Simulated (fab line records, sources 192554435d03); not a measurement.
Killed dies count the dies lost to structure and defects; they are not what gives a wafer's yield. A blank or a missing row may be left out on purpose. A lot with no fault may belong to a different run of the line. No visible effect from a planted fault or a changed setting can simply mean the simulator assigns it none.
fab line records	flow n5_finfet	part 1 of 2: steps 1 to 16 of 24
record: lots: 5	wafers: 15	last_day: 19
route steps=1938 shown GATE_CUT@485
lots that met no fault: taken from a fault-free run of the same line
start_h: the number of hours between the record's first day and the start of the first shown wafer of the lot	wait_h: hours from the lot's prior step to this one	" repeats the value in the row above	L1.1+2: a single row standing in for several wafers	- either no value or no given start	* or withheld: withheld	< > ~ a bound
route shown NAME@n: names a module that has steps shown in the file, with the first one's number in the route	usual: average and standard deviation across the fault-free wafers	same: alike in all rows	chamber/n: place in a boat	sites: the reading at each site	_std_site: the standard deviation of these	_edge_site: the outer-site mean with the inner-site mean subtracted	radius_mm: for every site, how far away it sits from the centre of the wafer	mask NAME#n: copy n	behind: the last tool/chamber to shape the wafer	hold: reason for holding the lot/hours on hold/outcome of the hold	device: transistor that didn't switch, given as n, p or np	end of line: tests of these same wafers at the route's end	step lacking rows: just its recipe	killed: at the first sort, the dies lost to defects and structure; wafer yield is something else	map: dies across one wafer; x = killed, . = not, _ = none there
set.NAME: the setting that was run; set.NAME@STEP: the one run at that earlier step	model.NAME: the simulator's own value behind a step, which no gauge read
lots seen at some steps along the route; tables by step, rows by wafer
services: when a tool's chamber went out of use (start_h, in hours from the record's first day, below 0 if earlier), for how many hours, and the reason
== steps ==
step: N5_GATE_CUT_PEB_11
recipe: peb_temp_c: 100	peb_time_s: 60	resist: CAR-EUV
usual: plate_temp_C: 100.02/0.14
lot.wafer	tool	chamber	start_h	wait_h	plate_temp_C
L075.1	litho_track-03	0	88.14	0.1	100.14
L075.3	"	0	"	"	100.03
L075.5	"	0	"	"	100.08
L076.3	litho_track-01	0	95.52	0.0	100.07
L076.4	"	0	"	"	100.00
L076.6	"	0	"	"	99.91
L084.1	litho_track-01	0	140.80	0.1	100.22
L084.3	"	0	"	"	99.82
L084.5	"	0	"	"	99.91
L094.1	litho_track-01	0	204.07	0.1	99.91
L094.3	"	0	"	"	99.99
L094.4	"	0	"	"	99.83
L097.1	litho_track-01	0	220.81	0.1	99.91
L097.4	"	0	"	"	99.94
L097.6	"	0	"	"	99.69
step: N5_GATE_CUT_DEVELOP_12
recipe: develop_time_s: 30	developer: TMAH	resist: CAR-EUV	rinse_liquid: surfactant_rinse	dry: air_spin	dev_temp_c: 23
same: develop_time_s: 30
lot.wafer	tool	chamber	start_h	wait_h
L075.1+3+5	litho_track-03	0	-	-
L076.3+4+6	litho_track-01	0	-	-
L084.1+3+5	litho_track-01	0	-	-
L094.1+3+4	litho_track-01	0	-	-
L097.1+4+6	litho_track-01	0	-	-
step: N5_GATE_CUT_CD_MEAS_13
recipe: target_cd_nm: 20	landing_energy_ev: 500	detector: se_inlens
usual: cd_nm: 19.95/0.24
lot.wafer	tool	chamber	start_h	wait_h	cd_nm
L075.1	cd_sem-03	0	88.20	-	20.07
L075.3	"	0	"	"	19.63
L075.5	"	0	"	"	19.82
L076.3	cd_sem-02	0	95.59	-	19.91
L076.4	"	0	"	"	19.91
L076.6	"	0	"	"	20.17
L084.1	cd_sem-02	0	140.86	-	19.84
L084.3	"	0	"	"	19.99
L084.5	"	0	"	"	19.51
L094.1	cd_sem-02	0	204.13	-	19.68
L094.3	"	0	"	"	20.25
L094.4	"	0	"	"	19.71
L097.1	cd_sem-03	0	220.88	-	20.41
L097.4	"	0	"	"	19.83
L097.6	"	0	"	"	19.96
step: N5_GATE_CUT_OVL_MEAS_14
recipe: points_per_wafer: 522
usual: GATE_CUT_OVL: -0.1/0.63
lot.wafer	tool	chamber	start_h	wait_h	GATE_CUT_OVL[nm]
L075.1	overlay-01	0	88.23	0.0	0.2
L075.3	"	0	"	"	-0.2
L075.5	"	0	"	"	0.1
L076.3	overlay-01	0	95.63	0.0	0.3
L076.4	"	0	"	"	-0.4
L076.6	"	0	"	"	0.7
L084.1	overlay-01	0	140.89	0.0	0.3
L084.3	"	0	"	"	0.4
L084.5	"	0	"	"	0.6
L094.1	overlay-02	0	204.16	0.0	0.6
L094.3	"	0	"	"	-1.2
L094.4	"	0	"	"	0.4
L097.1	overlay-01	0	220.91	0.0	-0.5
L097.4	"	0	"	"	-0.5
L097.6	"	0	"	"	0.0
step: N5_GATE_CUT_INSPECT_15
recipe: mode: adi	inspect_instrument: brightfield
usual: raw_defect_count: 122/37
lot.wafer	tool	chamber	start_h	wait_h	raw_defect_count
L075.1	defect_inspect-02	-	88.29	0.1	167
L075.3	"	-	"	"	216
L075.5	"	-	"	"	104
L076.3	defect_inspect-01	-	95.68	0.0	177
L076.4	"	-	"	"	204
L076.6	"	-	"	"	145
L084.1	defect_inspect-02	-	140.95	0.1	146
L084.3	"	-	"	"	147
L084.5	"	-	"	"	118
L094.1	defect_inspect-01	-	204.22	0.1	120
L094.3	"	-	"	"	60
L094.4	"	-	"	"	99
L097.1	defect_inspect-01	-	220.97	0.1	116
L097.4	"	-	"	"	107
L097.6	"	-	"	"	130
step: N5_GATE_CUT_DESCUM_18
recipe: chemistry: O2	time_s: 7	source_power_w: 50	bias_power_w: 20	pressure_mtorr: 20	rf_frequency_hz: 2.712e+07	temp_c: 40	resist: CAR-EUV	o2_flow_sccm: 225
usual: drypump_motor_current_A: 5.7/0.59	oes_product_au: 0.83/0.097	rf_vpp_V: 243.4/1.5	showerhead_plenum_p_Torr: 2.10/0.073	throttle_valve_pct: 20.41/0.19
lot.wafer	tool	chamber	start_h	wait_h	drypump_motor_current_A	oes_product_au	rf_hours_counter_h	rf_vpp_V	showerhead_plenum_p_Torr	throttle_valve_pct
L075.1	rie_diel-04	1	88.33	0.0	5.9	0.80	115	246.4	2.19	20.43
L075.3	"	0	"	"	5.4	0.69	244	241.4	1.98	20.57
L075.5	"	1	"	"	5.9	0.80	-	245.3	2.19	20.44
L076.3	rie_diel-06	0	95.71	0.0	6.3	1.00	1	244.1	2.15	20.14
L076.4	"	3	"	"	5.2	0.74	178	243.4	2.00	20.75
L076.6	"	0	"	"	6.3	1.00	-	243.7	2.14	20.13
L084.1	rie_diel-01	1	140.99	0.0	6.7	0.84	63	243.3	2.13	20.33
L084.3	"	2	"	"	4.9	0.78	128	241.4	2.01	20.38
L084.5	"	2	"	"	4.9	0.77	-	242.0	2.01	20.38
L094.1	rie_diel-06	0	204.28	0.1	6.3	0.90	31	244.7	2.13	20.19
L094.3	"	1	"	"	5.0	0.73	207	242.0	2.08	20.55
L094.4	"	3	"	"	5.1	0.71	208	241.7	1.99	20.80
L097.1	rie_diel-06	2	221.27	0.3	6.6	0.93	19	243.9	2.13	20.38
L097.4	"	1	"	"	5.0	0.72	212	241.9	2.08	20.54
L097.6	"	1	"	"	5.0	0.72	-	244.3	2.08	20.53
step: N5_GATE_CUT_ETCH_28
recipe: chemistry: N2/H2	target: underlayer	target_depth_a: 130	mask_material: CAR-EUV	time_s: 10.4	ion_energy_ev: 200	pressure_mtorr: 30	source_w: 840	bias_w: 150	n2_flow_sccm: 200	h2_flow_sccm: 200	ends: cleared
usual: drypump_motor_current_A: 5.7/0.6	etch_rf_on_time_s: 10.35/0.17	oes_product_au: 0.71/0.083	rf_vpp_V: 524.2/2.6	showerhead_plenum_p_Torr: 2.55/0.09	throttle_valve_pct: 17.85/0.19
lot.wafer	tool	chamber	start_h	wait_h	drypump_motor_current_A	etch_rf_on_time_s	oes_product_au	rf_hours_counter_h	rf_vpp_V	showerhead_plenum_p_Torr	throttle_valve_pct
L075.1	rie_diel-04	1	88.36	0.0	5.9	10.28	0.68	115	527.0	2.67	17.88
L075.3	"	0	"	"	5.4	10.54	0.58	244	520.0	2.40	17.99
L075.5	"	1	"	"	5.9	10.23	0.67	-	528.2	2.67	17.88
L076.3	rie_diel-06	0	95.74	0.0	6.2	10.06	0.85	1	525.5	2.61	17.63
L076.4	"	3	"	"	5.1	10.42	0.62	178	520.0	2.43	18.18
L076.6	"	0	"	"	6.3	10.05	0.86	-	525.7	2.61	17.63
L084.1	rie_diel-01	1	141.02	0.0	6.8	10.38	0.72	63	524.5	2.58	17.76
L084.3	"	2	"	"	4.8	10.29	0.66	128	521.8	2.45	17.84
L084.5	"	2	"	"	4.9	10.22	0.67	-	522.0	2.45	17.84
L094.1	rie_diel-06	0	204.32	0.0	6.2	10.13	0.78	31	523.8	2.60	17.67
L094.3	"	1	"	"	5.0	10.50	0.61	207	524.1	2.52	17.89
L094.4	"	3	"	"	5.1	10.47	0.61	208	520.5	2.42	18.27
L097.1	rie_diel-06	2	221.30	0.0	6.6	10.02	0.79	19	524.9	2.60	17.90
L097.4	"	1	"	"	5.0	10.64	0.62	212	521.8	2.51	17.89
L097.6	"	1	"	"	5.0	10.47	0.61	-	522.6	2.51	17.89
step: N5_GATE_CUT_ETCH_36
recipe: chemistry: CF4	target: SiARC	target_depth_a: 130	mask_material: CAR-EUV	time_s: 21.7	ion_energy_ev: 80	pressure_mtorr: 40	source_w: 545	bias_w: 36	Ar_flow_sccm: 100	cf4_flow_sccm: 100	ends: cleared
usual: drypump_motor_current_A: 5.7/0.59	etch_rf_on_time_s: 21.6/0.39	oes_product_au: 0.70/0.084	rf_vpp_V: 184.2/1.3	showerhead_plenum_p_Torr: 2.15/0.071	throttle_valve_pct: 15.58/0.21
lot.wafer	tool	chamber	start_h	wait_h	drypump_motor_current_A	etch_rf_on_time_s	oes_product_au	rf_hours_counter_h	rf_vpp_V	showerhead_plenum_p_Torr	throttle_valve_pct
L075.1	rie_diel-04	1	88.38	0.0	5.9	21.3	0.68	115	186.2	2.24	15.63
L075.3	"	0	"	"	5.3	22.0	0.59	244	181.5	2.03	15.80
L075.5	"	1	"	"	5.9	21.3	0.68	-	185.9	2.24	15.61
L076.3	rie_diel-06	0	95.76	0.0	6.3	21.2	0.86	1	185.8	2.20	15.30
L076.4	"	3	"	"	5.1	22.2	0.63	178	183.6	2.05	15.89
L076.6	"	0	"	"	6.2	21.4	0.85	-	183.1	2.20	15.29
L084.1	rie_diel-01	1	141.04	0.0	6.8	21.3	0.72	63	185.6	2.17	15.44
L084.3	"	2	"	"	4.9	21.3	0.67	128	182.2	2.07	15.60
L084.5	"	2	"	"	4.9	21.3	0.67	-	183.1	2.07	15.62
L094.1	rie_diel-06	0	204.34	0.0	6.3	21.5	0.76	31	185.0	2.19	15.34
L094.3	"	1	"	"	4.9	22.3	0.61	207	181.9	2.12	15.68
L094.4	"	3	"	"	5.1	22.1	0.61	208	183.0	2.04	15.98
L097.1	rie_diel-06	2	221.32	0.0	6.6	21.1	0.79	19	184.0	2.19	15.56
L097.4	"	1	"	"	5.0	22.1	0.61	212	183.8	2.12	15.68
L097.6	"	1	"	"	4.9	22.0	0.61	-	181.8	2.12	15.69
step: N5_GATE_CUT_ETCH_37
recipe: chemistry: N2/H2	target: SOC	target_depth_a: 600	overetch_a: 120	mask_material: SiARC	temp_c: 40	time_s: 90	ion_energy_ev: 200	pressure_mtorr: 30	source_w: 840	bias_w: 150	n2_flow_sccm: 200	h2_flow_sccm: 200
usual: drypump_motor_current_A: 5.7/0.6	oes_product_au: 0.74/0.082	rf_vpp_V: 524.2/2.5	showerhead_plenum_p_Torr: 2.55/0.09	throttle_valve_pct: 17.82/0.19
lot.wafer	tool	chamber	start_h	wait_h	drypump_motor_current_A	oes_product_au	rf_hours_counter_h	rf_vpp_V	showerhead_plenum_p_Torr	throttle_valve_pct
L075.1	rie_diel-04	1	88.41	0.0	5.9	0.71	115	526.6	2.67	17.85
L075.3	"	0	"	"	5.4	0.63	244	520.4	2.40	17.97
L075.5	"	1	"	"	5.9	0.71	-	526.9	2.67	17.85
L076.3	rie_diel-06	0	95.79	0.0	6.2	0.89	1	525.6	2.61	17.59
L076.4	"	3	"	"	5.2	0.66	178	520.6	2.43	18.16
L076.6	"	0	"	"	6.2	0.88	-	526.4	2.61	17.61
L084.1	rie_diel-01	1	141.07	0.0	6.8	0.75	63	524.7	2.58	17.71
L084.3	"	2	"	"	4.9	0.70	128	521.8	2.45	17.83
L084.5	"	2	"	"	4.9	0.69	-	522.3	2.45	17.84
L094.1	rie_diel-06	0	204.36	0.0	6.3	0.80	31	527.0	2.60	17.64
L094.3	"	1	"	"	5.0	0.65	207	521.9	2.52	17.88
L094.4	"	3	"	"	5.1	0.63	208	519.5	2.42	18.23
L097.1	rie_diel-06	2	221.35	0.0	6.6	0.82	19	525.7	2.60	17.87
L097.4	"	1	"	"	4.9	0.66	212	523.1	2.51	17.86
L097.6	"	1	"	"	4.9	0.66	-	523.1	2.51	17.87
step: N5_GATE_CUT_STRIP_38
recipe: chemistry: N2/H2	temp_c: 40	n2_flow_sccm: 200	h2_flow_sccm: 200	rf_frequency_hz: 6e+07
lot.wafer	tool	chamber	start_h	wait_h
L075.1+3+5	rie_diel-04	1,0,1	88.47	0.0
L076.3+4+6	rie_diel-06	0,3,0	95.85	0.0
L084.1+3+5	rie_diel-01	1,2,2	141.13	0.0
L094.1+3+4	rie_diel-06	0,1,3	204.43	0.0
L097.1+4+6	rie_diel-06	2,1,1	221.41	0.0
step: N5_GATE_CUT_STRIP_39
recipe: chemistry: N2/H2	temp_c: 40	n2_flow_sccm: 200	h2_flow_sccm: 200	rf_frequency_hz: 6e+07
lot.wafer	tool	chamber	start_h	wait_h
L075.1+3+5	rie_diel-04	1,0,1	88.48	0.0
L076.3+4+6	rie_diel-06	0,3,0	95.86	0.0
L084.1+3+5	rie_diel-01	1,2,2	141.14	0.0
L094.1+3+4	rie_diel-06	0,1,3	204.44	0.0
L097.1+4+6	rie_diel-06	2,1,1	221.42	0.0
step: N5_GATE_CUT_HM_OPEN_40
recipe: chemistry: C4F6/O2	target: SiO2	mask_material: SiARC	target_depth_a: 1390	time_s: 85.1	ion_energy_ev: 250	pressure_mtorr: 30	source_w: 345	bias_w: 185	Ar_flow_sccm: 300	C4F6_flow_sccm: 10	O2_flow_sccm: 10	ends: cleared
usual: O2_flow_sccm: 10.00/0.03	drypump_motor_current_A: 5.7/0.6	etch_rf_on_time_s: 93.3/1.8	oes_product_au: 0.75/0.087	rf_vpp_V: 669/6	showerhead_plenum_p_Torr: 2.86/0.095	throttle_valve_pct: 20.93/0.18
lot.wafer	tool	chamber	start_h	wait_h	O2_flow_sccm	drypump_motor_current_A	etch_rf_on_time_s	oes_product_au	rf_hours_counter_h	rf_vpp_V	showerhead_plenum_p_Torr	throttle_valve_pct
L075.1	rie_diel-04	1	88.49	0.0	10.03	5.9	92.6	0.73	115	670	2.98	21.00
L075.3	"	0	"	"	10.00	5.4	94.4	0.62	244	661	2.70	21.07
L075.5	"	1	"	"	10.02	5.9	92.5	0.72	-	668	2.98	21.01
L076.3	rie_diel-06	0	95.87	0.0	9.99	6.2	90.8	0.90	1	665	2.92	20.68
L076.4	"	3	"	"	9.98	5.1	93.8	0.66	179	667	2.72	21.24
L076.6	"	0	"	"	9.97	6.2	91.8	0.89	-	666	2.92	20.70
L084.1	rie_diel-01	1	141.15	0.0	10.01	6.8	92.9	0.75	64	656	2.89	20.84
L084.3	"	2	"	"	10.02	4.9	91.7	0.70	128	670	2.76	20.99
L084.5	"	2	"	"	9.98	4.9	93.4	0.70	-	670	2.76	20.98
L094.1	rie_diel-06	0	204.45	0.0	10.02	6.3	91.4	0.81	31	665	2.91	20.73
L094.3	"	1	"	"	10.00	5.0	96.2	0.65	207	677	2.82	20.97
L094.4	"	3	"	"	10.00	5.1	95.8	0.65	208	666	2.71	21.30
L097.1	rie_diel-06	2	221.43	0.0	9.97	6.6	90.3	0.84	19	677	2.91	20.98
L097.4	"	1	"	"	9.98	4.9	95.1	0.65	212	679	2.82	21.00
L097.6	"	1	"	"	9.96	4.9	96.2	0.65	-	677	2.82	20.98
step: N5_GATE_CUT_STRIP_41
recipe: chemistry: CF4	resist: SiARC	power_w: 300	bias_power_w: 75	pressure_mtorr: 50	cf4_flow_sccm: 150	rf_frequency_hz: 6e+07
usual: drypump_motor_current_A: 5.7/0.59	oes_product_au: 0.190/0.022	rf_vpp_V: 271.3/1.5	showerhead_plenum_p_Torr: 1.80/0.059	throttle_valve_pct: 13.54/0.22
lot.wafer	tool	chamber	start_h	wait_h	drypump_motor_current_A	oes_product_au	rf_hours_counter_h	rf_vpp_V	showerhead_plenum_p_Torr	throttle_valve_pct
L075.1	rie_diel-04	1	88.55	0.0	5.9	0.176	115	272.0	1.87	13.58
L075.3	"	0	"	"	5.3	0.162	244	269.7	1.70	13.78
L075.5	"	1	"	"	5.9	0.179	-	273.3	1.87	13.58
L076.3	rie_diel-06	0	95.93	0.0	6.3	0.225	1	273.8	1.84	13.21
L076.4	"	3	"	"	5.1	0.170	179	271.2	1.71	13.88
L076.6	"	0	"	"	6.2	0.225	-	272.6	1.84	13.20
L084.1	rie_diel-01	1	141.21	0.0	6.8	0.198	64	270.6	1.82	13.38
L084.3	"	2	"	"	4.9	0.179	128	269.1	1.73	13.55
L084.5	"	2	"	"	4.9	0.175	-	271.0	1.73	13.55
L094.1	rie_diel-06	0	204.51	0.0	6.3	0.212	32	272.2	1.83	13.28
L094.3	"	1	"	"	4.9	0.168	207	271.6	1.78	13.66
L094.4	"	3	"	"	5.1	0.161	208	268.8	1.71	13.97
L097.1	rie_diel-06	2	221.50	0.0	6.6	0.216	19	271.9	1.83	13.50
L097.4	"	1	"	"	5.0	0.166	212	269.9	1.77	13.70
L097.6	"	1	"	"	4.9	0.168	-	270.8	1.77	13.68
step: N5_GATE_CUT_STRIP_42
recipe: chemistry: O2	power_w: 400	temp_c: 40	pressure_mtorr: 30	rf_frequency_hz: 6e+07	bias_power_w: 0	overash_fraction: 0.3	o2_flow_sccm: 225
usual: drypump_motor_current_A: 5.7/0.59	oes_product_au: 0.83/0.097	rf_vpp_V: 3.6/0.48	showerhead_plenum_p_Torr: 2.11/0.073	throttle_valve_pct: 16.64/0.21
lot.wafer	tool	chamber	start_h	wait_h	drypump_motor_current_A	oes_product_au	rf_hours_counter_h	rf_vpp_V	showerhead_plenum_p_Torr	throttle_valve_pct
L075.1	rie_diel-04	1	88.57	0.0	5.9	0.79	115	3.7	2.19	16.65
L075.3	"	0	"	"	5.3	0.69	244	4.5	1.99	16.85
L075.5	"	1	"	"	5.9	0.80	-	3.8	2.19	16.67
L076.3	rie_diel-06	0	95.95	0.0	6.3	1.00	1	4.0	2.15	16.33
L076.4	"	3	"	"	5.1	0.74	179	4.2	2.00	17.01
L076.6	"	0	"	"	6.3	1.00	-	4.0	2.15	16.34
L084.1	rie_diel-01	1	141.23	0.0	6.8	0.84	64	3.9	2.13	16.54
L084.3	"	2	"	"	4.9	0.77	128	3.9	2.02	16.65
L084.5	"	2	"	"	4.8	0.77	-	3.4	2.02	16.65
L094.1	rie_diel-06	0	204.53	0.0	6.2	0.90	32	3.7	2.14	16.40
L094.3	"	1	"	"	5.0	0.74	207	2.9	2.08	16.78
L094.4	"	3	"	"	5.1	0.71	208	3.2	1.99	17.06
L097.1	rie_diel-06	2	221.52	0.0	6.6	0.93	19	3.3	2.13	16.58
L097.4	"	1	"	"	4.9	0.72	212	2.9	2.08	16.79
L097.6	"	1	"	"	4.9	0.74	-	3.9	2.08	16.79
step: N5_GATE_CUT_ETCH_19
recipe: chemistry: CH3F/O2	target: SiNx	mask_material: SiO2	target_depth_a: 537	time_s: 76.7	pressure_mtorr: 30	source_w: 395	bias_w: 73	Ar_flow_sccm: 150	CH3F_flow_sccm: 30	O2_flow_sccm: 20	ion_energy_ev: 120	ends: cleared
usual: O2_flow_sccm: 20.01/0.054	drypump_motor_current_A: 5.7/0.6	etch_rf_on_time_s: 76.4/1.2	oes_product_au: 0.70/0.083	rf_vpp_V: 298.8/2.8	showerhead_plenum_p_Torr: 2.01/0.07	throttle_valve_pct: 16.32/0.2
lot.wafer	tool	chamber	start_h	wait_h	O2_flow_sccm	drypump_motor_current_A	etch_rf_on_time_s	oes_product_au	rf_hours_counter_h	rf_vpp_V	showerhead_plenum_p_Torr	throttle_valve_pct
L075.1	rie_diel-04	1	88.61	0.0	20.05	5.9	76.5	0.68	115	298.4	2.10	16.39
L075.3	"	0	"	"	20.08	5.3	78.7	0.58	244	293.9	1.89	16.52
L075.5	"	1	"	"	20.03	5.9	75.8	0.68	-	299.2	2.10	16.39
L076.3	rie_diel-06	0	95.99	0.0	20.03	6.2	75.1	0.84	1	299.6	2.06	16.04
L076.4	"	3	"	"	19.88	5.1	77.5	0.63	179	296.9	1.91	16.67
L076.6	"	0	"	"	19.98	6.3	75.2	0.85	-	298.4	2.06	16.04
L084.1	rie_diel-01	1	141.27	0.0	19.93	6.8	77.6	0.71	64	292.2	2.03	16.20
L084.3	"	2	"	"	20.07	4.9	75.9	0.67	128	301.2	1.93	16.37
L084.5	"	2	"	"	20.09	4.9	75.9	0.67	-	298.6	1.93	16.37
L094.1	rie_diel-06	0	204.57	0.0	19.99	6.3	75.5	0.77	32	295.8	2.05	16.09
L094.3	"	1	"	"	19.94	4.9	77.4	0.62	207	305.1	1.98	16.43
L094.4	"	3	"	"	19.99	5.1	77.1	0.61	208	298.4	1.90	16.72
L097.1	rie_diel-06	2	221.56	0.0	19.97	6.6	74.7	0.80	19	301.0	2.04	16.31
L097.4	"	1	"	"	20.04	4.9	77.0	0.62	212	302.5	1.98	16.44
L097.6	"	1	"	"	19.99	4.9	77.5	0.61	-	302.4	1.98	16.44
step: N5_GATE_CUT_CUT_ETCH_53
recipe: chemistry: SF6/Cl2	target: W	mask_material: SiO2	target_depth_a: 792	pressure_mtorr: 8	icp_w: 900	bias_w: 80	SF6_flow_sccm: 40	Cl2_flow_sccm: 60	ends: cleared
usual: drypump_motor_current_A: 5.5/0.4	etch_rf_on_time_s: 26.23/0.26	oes_product_au: 0.65/0.095	throttle_valve_pct: 28.90/0.2
lot.wafer	tool	chamber	start_h	wait_h	drypump_motor_current_A	etch_rf_on_time_s	oes_product_au	rf_hours_counter_h	throttle_valve_pct
L075.1	rie_metal-01	1	88.72	0.1	6.1	26.76	0.62	76	28.90
L075.3	"	0	"	"	5.1	26.16	0.63	-	29.19
L075.5	"	0	"	"	5.1	26.32	0.62	-	29.19
L076.3	rie_metal-01	0	96.12	0.1	5.1	26.16	0.62	-	29.19
L076.4	"	1	"	"	6.2	26.36	0.61	-	28.91
L076.6	"	1	"	"	6.1	26.44	0.62	-	28.90
L084.1	rie_metal-01	1	141.38	0.1	6.1	26.50	0.62	81	28.91
L084.3	"	1	"	"	6.1	26.20	0.61	-	28.91
L084.5	"	0	"	"	5.1	26.17	0.62	-	29.20
L094.1	rie_metal-02	0	204.67	0.1	5.3	26.38	0.58	108	28.64
L094.3	"	0	"	"	5.3	26.50	0.58	-	28.65
L094.4	"	1	"	"	5.8	26.31	0.57	-	28.87
L097.1	rie_metal-03	0	221.67	0.1	5.3	25.97	0.87	2	28.98
L097.4	"	1	"	"	5.2	26.32	0.78	-	28.67
L097.6	"	0	"	"	5.3	26.07	0.87	-	29.00
